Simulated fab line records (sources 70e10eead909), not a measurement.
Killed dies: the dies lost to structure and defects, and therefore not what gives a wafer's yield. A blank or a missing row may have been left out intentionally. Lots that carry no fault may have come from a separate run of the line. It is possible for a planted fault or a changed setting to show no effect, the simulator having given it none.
fab line records	flow nand-harc
[record] lots = 24	wafers = 72	last-day = 24
route steps=1159 shown P_M2@338 P_BONDPAD@376 A_ONON_D1@449 A_CHANNEL_HOLE_D1@470
lots untouched by any fault: they come from a run of this same line in which no faults occurred
start-h: start of the lot's first displayed wafer, in hours after the record's first day	wait-h: hours since the lot's step before	" repeats the value in the row above	L1.1+2: a single row standing in for several wafers	- either no value or no given start	* or withheld: withheld	< > ~ a bound
route shown NAME@n: names a module that has steps shown in the file, with the first one's number in the route	usual: the fault-free wafers' mean and standard deviation	same: alike in all rows	chamber/n: place in a boat	sites: readings site by site	_std_site: the values' standard deviation	_edge_site: mean of outer sites minus mean of inner sites	radius-mm: how far each site lies from the wafer's centre	mask NAME#n: copy n	behind: tool/chamber where the wafer was last shaped	hold: why the lot went on hold/how many hours it stayed there/how the hold came to an end	device: the transistor (n, p or np) that didn't switch	end of line: the tests these same wafers got at the end of their route	for a step that has no rows: nothing shown but its recipe	killed: count of dies lost to structure and defects at first sort (not the wafer's yield)	map: a wafer's dies, marking killed ones x, the rest . and places with no die _
set.NAME: the run value of the setting; set.NAME@STEP: its run value at that earlier step	model.NAME: the simulator's own value behind a step, which no gauge read
the route's steps for a sample of lots (tables are steps, rows are wafers)
services: a tool's chamber out of use, with start hour (start-h, from the record's first day; less than 0 if before it), hours out, and reason
[[steps]]
[step NHARC_P_M2_DEGAS_29]
[recipe] temp-c = 250	time-s = 60
[usual] heater-power-w = 342/35	susceptor-temp-C = 250.03/0.17
lot.wafer	tool	chamber	start-h	wait-h	heater-power-w	susceptor-temp-C
L074.4	pvd-sputter-03	-	116.20	-	361	250.13
L074.2	"	-	"	"	371	249.92
L074.6	"	-	"	"	380	250.01
L075.1	pvd-sputter-01	-	138.83	-	295	250.24
L075.3	"	-	"	"	302	250.01
L075.6	"	-	"	"	355	250.02
L076.1	pvd-sputter-03	-	139.15	-	363	250.03
L076.2	"	-	"	"	335	249.84
L076.6	"	-	"	"	365	249.99
L077.4	pvd-sputter-02	-	149.60	-	292	249.86
L077.2	"	-	"	"	350	249.93
L077.5	"	-	"	"	378	250.29
L078.1	pvd-sputter-02	-	153.47	-	379	249.91
L078.5	"	-	"	"	376	250.28
L078.6	"	-	"	"	287	250.06
L079.4	pvd-sputter-03	-	153.98	-	398	249.85
L079.1	"	-	"	"	357	250.32
L079.6	"	-	"	"	393	249.81
L080.2	pvd-sputter-02	-	158.77	-	346	249.99
L080.1	"	-	"	"	288	250.05
L080.4	"	-	"	"	358	250.01
L081.4	pvd-sputter-02	-	167.96	-	385	249.95
L081.2	"	-	"	"	287	249.75
L081.6	"	-	"	"	287	249.90
L082.4	pvd-sputter-03	-	169.04	-	325	249.55
L082.6	"	-	"	"	382	250.30
L082.5	"	-	"	"	328	249.78
L083.2	pvd-sputter-01	-	178.21	-	296	249.72
L083.6	"	-	"	"	324	250.10
L083.5	"	-	"	"	295	249.97
L084.2	pvd-sputter-02	-	183.10	-	377	250.14
L084.3	"	-	"	"	290	249.98
L084.5	"	-	"	"	381	249.99
L087.1	pvd-sputter-03	-	199.55	-	324	249.61
L087.6	"	-	"	"	388	249.89
L087.5	"	-	"	"	335	249.93
L086.2	pvd-sputter-03	-	200.28	-	358	-
L086.1	"	-	"	"	324	-
L086.5	"	-	"	"	384	-
L085.2	pvd-sputter-02	-	200.60	-	344	250.11
L085.3	"	-	"	"	289	249.75
L085.5	"	-	"	"	389	250.14
L089.2	pvd-sputter-03	-	216.92	-	384	249.97
L089.6	"	-	"	"	361	250.38
L089.5	"	-	"	"	356	249.99
L088.1	pvd-sputter-03	-	218.32	-	389	250.29
L088.3	"	-	"	"	369	249.95
L088.6	"	-	"	"	363	250.10
L091.4	pvd-sputter-01	-	218.76	-	328	250.16
L091.2	"	-	"	"	283	250.25
L091.6	"	-	"	"	344	250.24
L090.4	pvd-sputter-01	-	224.06	-	337	250.12
L090.2	"	-	"	"	333	250.01
L090.5	"	-	"	"	284	249.72
L092.2	pvd-sputter-01	-	229.83	-	291	250.14
L092.4	"	-	"	"	346	249.81
L092.6	"	-	"	"	292	250.08
L094.2	pvd-sputter-01	-	248.94	-	326	250.01
L094.5	"	-	"	"	334	249.85
L094.6	"	-	"	"	281	249.99
L093.1	pvd-sputter-01	-	248.98	-	335	250.24
L093.2	"	-	"	"	279	249.85
L093.6	"	-	"	"	341	250.03
L095.3	pvd-sputter-02	-	251.07	-	341	250.03
L095.1	"	-	"	"	390	250.14
L095.6	"	-	"	"	361	250.11
L096.1	pvd-sputter-03	-	255.05	-	370	249.85
L096.4	"	-	"	"	380	249.89
L096.5	"	-	"	"	362	250.01
L097.3	pvd-sputter-03	-	256.04	-	365	249.89
L097.4	"	-	"	"	370	250.14
L097.6	"	-	"	"	357	249.95
[step NHARC_P_M2_THK_MEAS_24]
[recipe] thk-meas-gauge = xrf
[usual] thk-nm = 144.4/1.7
lot.wafer	tool	chamber	start-h	wait-h	thk-nm
L074.2	film-metro-01	-	117.91	-	144.7
L074.4	"	-	"	"	142.8
L074.6	"	-	"	"	144.8
L075.1	film-metro-01	-	140.23	-	143.8
L075.3	"	-	"	"	145.9
L075.6	"	-	"	"	144.2
L076.1	film-metro-01	-	140.59	-	146.4
L076.2	"	-	"	"	143.3
L076.6	"	-	"	"	146.0
L077.2	film-metro-02	-	151.04	-	142.7
L077.4	"	-	"	"	144.8
L077.5	"	-	"	"	144.6
L078.1	film-metro-02	-	154.91	-	144.3
L078.5	"	-	"	"	143.5
L078.6	"	-	"	"	142.2
L079.1	film-metro-01	-	155.37	-	146.8
L079.4	"	-	"	"	145.0
L079.6	"	-	"	"	140.6
L080.1	film-metro-01	-	160.27	-	147.6
L080.2	"	-	"	"	143.0
L080.4	"	-	"	"	146.6
L081.2	film-metro-01	-	169.38	-	143.2
L081.4	"	-	"	"	144.8
L081.6	"	-	"	"	143.3
L082.4	film-metro-01	-	170.43	-	143.5
L082.5	"	-	"	"	144.1
L082.6	"	-	"	"	142.6
L083.2	film-metro-02	-	179.60	-	143.3
L083.5	"	-	"	"	145.2
L083.6	"	-	"	"	145.6
L084.2	film-metro-02	-	185.20	-	141.9
L084.3	"	-	"	"	145.2
L084.5	"	-	"	"	145.8
L087.1	film-metro-01	-	200.93	-	143.0
L087.5	"	-	"	"	145.2
L087.6	"	-	"	"	143.6
L086.1	film-metro-02	-	201.71	-	143.3
L086.2	"	-	"	"	146.2
L086.5	"	-	"	"	145.7
L085.2	film-metro-01	-	202.02	-	143.3
L085.3	"	-	"	"	143.1
L085.5	"	-	"	"	146.7
L089.2	film-metro-02	-	218.45	-	140.0
L089.5	"	-	"	"	146.0
L089.6	"	-	"	"	144.8
L091.2	film-metro-01	-	220.16	-	148.5
L091.4	"	-	"	"	144.5
L091.6	"	-	"	"	143.6
L088.1	film-metro-02	-	220.26	-	145.5
L088.3	"	-	"	"	145.3
L088.6	"	-	"	"	143.4
L090.2	film-metro-01	-	225.45	-	145.1
L090.4	"	-	"	"	143.5
L090.5	"	-	"	"	143.1
L092.2	film-metro-02	-	231.26	-	145.8
L092.4	"	-	"	"	145.2
L092.6	"	-	"	"	146.5
L094.2	film-metro-01	-	250.45	-	147.0
L094.5	"	-	"	"	147.2
L094.6	"	-	"	"	145.0
L093.1	film-metro-02	-	250.53	-	142.1
L093.2	"	-	"	"	143.8
L093.6	"	-	"	"	143.5
L095.1	film-metro-02	-	252.55	-	145.2
L095.3	"	-	"	"	144.5
L095.6	"	-	"	"	145.9
L096.1	film-metro-02	-	256.49	-	142.6
L096.4	"	-	"	"	146.2
L096.5	"	-	"	"	146.3
L097.3	film-metro-02	-	257.51	-	145.8
L097.4	"	-	"	"	145.2
L097.6	"	-	"	"	142.5
[step NHARC_P_BONDPAD_PVD_17]
[recipe] target-thk-a = 50	bias-v = 168.6	power-w = 15000	chamber-pressure-pa = 0.12	time-s = 8.06	substrate-temp-c = 50	material = TaN
[usual] throttle-valve-pct = 30.2/0.86
lot.wafer	tool	chamber	start-h	wait-h	throttle-valve-pct
L074.4	pvd-sputter-01	-	-	-	29.3
L074.2	"	-	"	"	29.7
L074.6	"	-	"	"	29.8
L075.3	pvd-sputter-02	-	-	-	29.9
L075.1	"	-	"	"	29.3
L075.6	"	-	"	"	30.4
L076.1	pvd-sputter-03	-	-	-	31.1
L076.2	"	-	"	"	29.5
L076.6	"	-	"	"	31.1
L077.4	pvd-sputter-01	-	-	-	30.1
L077.2	"	-	"	"	30.0
L077.5	"	-	"	"	30.0
L078.1	pvd-sputter-03	-	-	-	31.9
L078.6	"	-	"	"	31.9
L078.5	"	-	"	"	29.7
L079.4	pvd-sputter-03	-	-	-	30.0
L079.1	"	-	"	"	31.0
L079.6	"	-	"	"	29.7
L080.1	pvd-sputter-03	-	-	-	29.8
L080.4	"	-	"	"	30.7
L080.2	"	-	"	"	29.5
L081.4	pvd-sputter-03	-	-	-	30.0
L081.2	"	-	"	"	29.5
L081.6	"	-	"	"	29.9
L082.4	pvd-sputter-03	-	-	-	31.8
L082.6	"	-	"	"	29.7
L082.5	"	-	"	"	31.9
L083.2	pvd-sputter-02	-	-	-	28.9
L083.6	"	-	"	"	29.0
L083.5	"	-	"	"	29.5
L084.2	pvd-sputter-01	-	-	-	30.1
L084.3	"	-	"	"	30.6
L084.5	"	-	"	"	29.1
L087.1	pvd-sputter-01	-	-	-	30.1
L087.5	"	-	"	"	28.8
L087.6	"	-	"	"	30.1
L086.2	pvd-sputter-03	-	-	-	29.8
L086.1	"	-	"	"	31.7
L086.5	"	-	"	"	30.9
L085.2	pvd-sputter-03	-	-	-	31.8
L085.3	"	-	"	"	29.7
L085.5	"	-	"	"	29.7
L089.2	pvd-sputter-01	-	-	-	29.0
L089.6	"	-	"	"	29.1
L089.5	"	-	"	"	30.0
L091.2	pvd-sputter-03	-	-	-	31.7
L091.4	"	-	"	"	30.0
L091.6	"	-	"	"	29.7
L088.3	pvd-sputter-01	-	-	-	30.9
L088.1	"	-	"	"	29.5
L088.6	"	-	"	"	30.4
L090.2	pvd-sputter-03	-	-	-	31.8
L090.4	"	-	"	"	29.4
L090.5	"	-	"	"	29.9
L092.4	pvd-sputter-01	-	-	-	30.6
L092.2	"	-	"	"	28.9
L092.6	"	-	"	"	30.2
L094.2	pvd-sputter-01	-	-	-	29.3
L094.6	"	-	"	"	30.4
L094.5	"	-	"	"	30.9
L093.2	pvd-sputter-03	-	-	-	31.8
L093.1	"	-	"	"	29.9
L093.6	"	-	"	"	29.6
L095.1	pvd-sputter-02	-	-	-	29.0
L095.3	"	-	"	"	29.9
L095.6	"	-	"	"	29.2
L096.4	pvd-sputter-03	-	-	-	30.1
L096.1	"	-	"	"	30.7
L096.5	"	-	"	"	29.9
L097.4	pvd-sputter-02	-	-	-	29.0
L097.3	"	-	"	"	30.5
L097.6	"	-	"	"	29.3
[step NHARC_A_ONON_D1_INSPECT_32]
[usual] raw-defect-count = 73/29
lot.wafer	tool	chamber	start-h	wait-h	raw-defect-count
L074.2	defect-inspect-02	-	159.23	0.0	52
L074.4	"	-	"	"	38
L074.6	"	-	"	"	44
L075.1	defect-inspect-01	-	184.14	0.0	120
L075.3	"	-	"	"	67
L075.6	"	-	"	"	61
L076.1	defect-inspect-02	-	184.37	0.0	62
L076.2	"	-	"	"	283
L076.6	"	-	"	"	124
L079.1	defect-inspect-01	-	197.13	0.0	85
L079.4	"	-	"	"	68
L079.6	"	-	"	"	69
L077.2	defect-inspect-01	-	197.18	0.0	91
L077.4	"	-	"	"	84
L077.5	"	-	"	"	75
L078.1	defect-inspect-02	-	197.40	0.0	143
L078.5	"	-	"	"	101
L078.6	"	-	"	"	96
L080.1	defect-inspect-02	-	206.53	0.0	59
L080.2	"	-	"	"	45
L080.4	"	-	"	"	55
L082.4	defect-inspect-02	-	211.76	0.0	93
L082.5	"	-	"	"	83
L082.6	"	-	"	"	61
L081.2	defect-inspect-02	-	211.77	0.0	54
L081.4	"	-	"	"	38
L081.6	"	-	"	"	55
L083.2	defect-inspect-02	-	221.16	0.0	45
L083.5	"	-	"	"	33
L083.6	"	-	"	"	56
L084.2	defect-inspect-01	-	225.82	0.0	48
L084.3	"	-	"	"	55
L084.5	"	-	"	"	77
L087.1	defect-inspect-01	-	242.89	0.0	75
L087.5	"	-	"	"	84
L087.6	"	-	"	"	67
L086.1	defect-inspect-02	-	243.17	0.0	74
L086.2	"	-	"	"	112
L086.5	"	-	"	"	53
L085.2	defect-inspect-02	-	243.37	0.0	50
L085.3	"	-	"	"	82
L085.5	"	-	"	"	48
L088.1	defect-inspect-02	-	260.33	0.0	77
L088.3	"	-	"	"	73
L088.6	"	-	"	"	71
L089.2	defect-inspect-01	-	260.35	0.0	70
L089.5	"	-	"	"	46
L089.6	"	-	"	"	114
L091.2	defect-inspect-01	-	260.44	0.0	71
L091.4	"	-	"	"	69
L091.6	"	-	"	"	100
L090.2	defect-inspect-02	-	268.98	0.0	95
L090.4	"	-	"	"	55
L090.5	"	-	"	"	51
L092.2	defect-inspect-01	-	273.65	0.0	102
L092.4	"	-	"	"	31
L092.6	"	-	"	"	77
L093.1	defect-inspect-02	-	292.11	0.0	84
L093.2	"	-	"	"	81
L093.6	"	-	"	"	82
L095.1	defect-inspect-02	-	292.18	0.0	53
L095.3	"	-	"	"	53
L095.6	"	-	"	"	42
L094.2	defect-inspect-01	-	292.27	0.0	116
L094.5	"	-	"	"	86
L094.6	"	-	"	"	97
L096.1	defect-inspect-02	-	299.52	0.0	47
L096.4	"	-	"	"	74
L096.5	"	-	"	"	34
L097.3	defect-inspect-01	-	299.72	0.0	58
L097.4	"	-	"	"	117
L097.6	"	-	"	"	57
[step NHARC_A_CHANNEL_HOLE_D1_CD_MEAS_18]
[usual] cd-nm = 99/3.1
lot.wafer	tool	chamber	start-h	wait-h	cd-nm
L074.2	cd-sem-01	-	164.58	-	99
L074.4	"	-	"	"	96
L074.6	"	-	"	"	96
L075.1	cd-sem-01	-	188.60	-	103
L075.3	"	-	"	"	98
L075.6	"	-	"	"	97
L076.1	cd-sem-02	-	188.85	-	97
L076.2	"	-	"	"	100
L076.6	"	-	"	"	95
L079.1	cd-sem-01	-	201.51	-	98
L079.4	"	-	"	"	97
L079.6	"	-	"	"	99
L077.2	cd-sem-01	-	202.19	0.7	97
L077.4	"	-	"	"	96
L077.5	"	-	"	"	95
L078.1	cd-sem-01	-	202.63	-	101
L078.5	"	-	"	"	97
L078.6	"	-	"	"	99
L080.1	cd-sem-01	-	211.95	-	98
L080.2	"	-	"	"	100
L080.4	"	-	"	"	98
L082.4	cd-sem-02	-	216.90	-	100
L082.5	"	-	"	"	100
L082.6	"	-	"	"	99
L081.2	cd-sem-02	-	217.91	-	98
L081.4	"	-	"	"	101
L081.6	"	-	"	"	99
L083.2	cd-sem-03	-	225.17	-	100
L083.5	"	-	"	"	101
L083.6	"	-	"	"	99
L084.2	cd-sem-03	-	232.99	-	99
L084.3	"	-	"	"	99
L084.5	"	-	"	"	99
L087.1	cd-sem-03	-	248.01	-	93
L087.5	"	-	"	"	94
L087.6	"	-	"	"	100
L086.1	cd-sem-02	-	249.16	-	104
L086.2	"	-	"	"	99
L086.5	"	-	"	"	102
L085.2	cd-sem-01	-	249.43	-	97
L085.3	"	-	"	"	102
L085.5	"	-	"	"	94
L088.1	cd-sem-02	-	264.40	-	103
L088.3	"	-	"	"	95
L088.6	"	-	"	"	92
L089.2	cd-sem-03	-	265.73	-	101
L089.5	"	-	"	"	106
L089.6	"	-	"	"	95
L091.2	cd-sem-03	-	265.89	-	102
L091.4	"	-	"	"	99
L091.6	"	-	"	"	94
L090.2	cd-sem-02	-	274.20	-	95
L090.4	"	-	"	"	102
L090.5	"	-	"	"	103
L092.2	cd-sem-01	-	277.52	-	100
L092.4	"	-	"	"	100
L092.6	"	-	"	"	96
L093.1	cd-sem-03	-	296.45	-	100
L093.2	"	-	"	"	103
L093.6	"	-	"	"	99
L095.1	cd-sem-02	-	297.63	-	99
L095.3	"	-	"	"	100
L095.6	"	-	"	"	95
L094.2	cd-sem-02	-	298.64	-	103
L094.5	"	-	"	"	104
L094.6	"	-	"	"	98
L096.1	cd-sem-01	-	308.54	-	101
L096.4	"	-	"	"	98
L096.5	"	-	"	"	102
L097.3	cd-sem-02	-	309.40	-	95
L097.4	"	-	"	"	100
L097.6	"	-	"	"	103
[step NHARC_A_CHANNEL_HOLE_D1_ETCH_22]
[recipe] bias-v = 3000	source-w = withheld	pressure-mtorr = 20	time-s = 666.7	ar-flow-sccm = 375	c4f8-flow-sccm = 89.3	o2-flow-sccm = 35.7	temp-c = -20	target-depth-a = 16000	chemistry = C4F8/O2/Ar
[usual] drypump-motor-current-A = 5.84/0.21	showerhead-plenum-p-Torr = 3.78/0.081	throttle-valve-pct = 32.154/0.0094
lot.wafer	tool	chamber	start-h	wait-h	drypump-motor-current-A	rf-hours-counter-h	showerhead-plenum-p-Torr	throttle-valve-pct
L074.2	har-etch-02	0	165.52	0.4	5.73	97	3.66	32.177
L074.4	"	0	"	"	5.73	-	3.66	32.163
L074.6	"	1	"	"	5.64	-	3.88	32.153
L075.1	har-etch-01	1	189.54	0.4	6.17	195	3.82	32.152
L075.3	"	1	"	"	6.19	-	3.82	32.139
L075.6	"	0	"	"	5.76	-	3.82	32.152
L076.2	har-etch-02	0	189.79	0.4	5.71	104	3.65	32.164
L076.1	"	1	"	"	5.66	104	3.87	32.148
L076.6	"	0	"	"	5.73	-	3.65	32.134
L079.1	har-etch-01	0	202.56	0.4	5.76	200	3.82	32.143
L079.4	"	0	"	"	5.79	-	3.82	32.158
L079.6	"	0	"	"	5.76	-	3.82	32.160
L077.2	har-etch-02	1	203.24	0.4	5.69	110	3.87	32.142
L077.4	"	1	"	"	5.64	-	3.87	32.167
L077.5	"	1	"	"	5.64	-	3.87	32.146
L078.1	har-etch-01	1	206.63	0.4	6.16	204	3.82	32.170
L078.5	"	1	"	"	6.16	-	3.82	32.157
L078.6	"	0	"	"	5.78	-	3.82	32.155
L080.1	har-etch-01	0	212.90	0.4	5.75	209	3.81	32.141
L080.2	"	1	"	"	6.18	209	3.81	32.164
L080.4	"	0	"	"	5.75	-	3.81	32.148
L082.4	har-etch-01	0	218.02	0.4	5.79	-	3.81	32.161
L082.6	"	0	"	"	5.78	-	3.81	32.163
L082.5	"	1	"	"	6.16	-	3.81	32.170
L081.2	har-etch-02	0	218.95	0.4	5.72	118	3.64	32.158
L081.4	"	0	"	"	5.71	-	3.64	32.162
L081.6	"	0	"	"	5.74	-	3.64	32.155
L083.2	har-etch-01	1	226.21	0.4	6.20	217	3.81	32.134
L083.6	"	0	"	"	5.80	-	3.81	32.163
L083.5	"	1	"	"	6.19	-	3.81	32.140
L084.2	har-etch-01	1	233.93	0.4	6.15	221	3.81	32.149
L084.3	"	0	"	"	5.79	-	3.81	32.162
L084.5	"	1	"	"	6.16	-	3.81	32.153
L087.1	har-etch-01	1	249.05	0.4	6.19	227	3.80	32.144
L087.6	"	0	"	"	5.75	-	3.81	32.144
L087.5	"	1	"	"	6.15	-	3.80	32.158
L086.2	har-etch-02	1	250.11	0.4	5.66	128	3.86	32.149
L086.1	"	0	"	"	5.71	128	3.64	32.151
L086.5	"	0	"	"	5.72	-	3.64	32.152
L085.2	har-etch-01	0	253.13	0.4	5.75	230	3.80	32.154
L085.3	"	0	"	"	5.76	-	3.80	32.161
L085.5	"	0	"	"	5.75	-	3.80	32.162
L088.1	har-etch-02	1	265.43	0.4	5.65	135	3.86	32.151
L088.3	"	0	"	"	5.71	-	3.64	32.152
L088.6	"	0	"	"	5.71	-	3.64	32.160
L089.2	har-etch-01	1	266.76	0.4	6.16	234	3.80	32.172
L089.6	"	0	"	"	5.77	-	3.80	32.152
L089.5	"	1	"	"	6.16	-	3.80	32.159
L091.2	har-etch-02	1	269.59	0.4	5.64	139	3.85	32.169
L091.4	"	0	"	"	5.70	-	3.63	32.162
L091.6	"	1	"	"	5.66	-	3.85	32.147
L090.2	har-etch-02	1	275.42	0.4	5.66	144	3.85	32.154
L090.4	"	0	"	"	5.70	-	3.63	32.167
L090.5	"	0	"	"	5.71	-	3.63	32.148
L092.2	har-etch-01	1	278.56	0.4	6.17	243	3.80	32.158
L092.4	"	0	"	"	5.78	-	3.80	32.157
L092.6	"	0	"	"	5.76	-	3.80	32.157
L093.2	har-etch-01	0	297.38	0.4	5.78	248	3.79	32.161
L093.1	"	1	"	"	6.19	248	3.79	32.139
L093.6	"	1	"	"	6.18	-	3.79	32.147
L095.1	har-etch-02	0	298.67	0.4	5.73	151	3.63	32.185
L095.3	"	1	"	"	5.66	-	3.85	32.165
L095.6	"	1	"	"	5.64	-	3.85	32.144
L094.2	har-etch-01	0	301.55	0.4	5.77	252	3.79	32.166
L094.6	"	0	"	"	5.75	-	3.79	32.166
L094.5	"	1	"	"	6.16	-	3.79	32.150
L096.1	har-etch-02	0	309.48	0.4	5.73	160	3.62	32.145
L096.4	"	1	"	"	5.64	-	3.84	32.134
L096.5	"	1	"	"	5.64	-	3.84	32.145
L097.4	har-etch-02	0	313.83	0.4	5.71	-	3.62	32.155
L097.3	"	1	"	"	5.65	-	3.84	32.149
L097.6	"	0	"	"	5.71	-	3.62	32.154
[[services]]
tool	chamber	start-h	hours	kind
pvd-sputter-03	-	102.00	10.0	pm
pvd-sputter-01	-	105.46	3.6	repair
pvd-sputter-01	-	110.59	2.9	repair
pvd-sputter-03	-	131.62	1.7	repair
pvd-sputter-01	-	156.06	3.1	repair
pvd-sputter-01	-	195.95	5.0	repair
pvd-sputter-02	-	215.79	10.0	pm
pvd-sputter-03	-	280.00	10.0	pm
pvd-sputter-03	-	303.10	8.0	repair
har-etch-01	-	305.00	17.0	pm
har-etch-01	0	305.00	17.0	vent-cycle
har-etch-01	1	305.00	17.0	vent-cycle
[[key]]
fault none
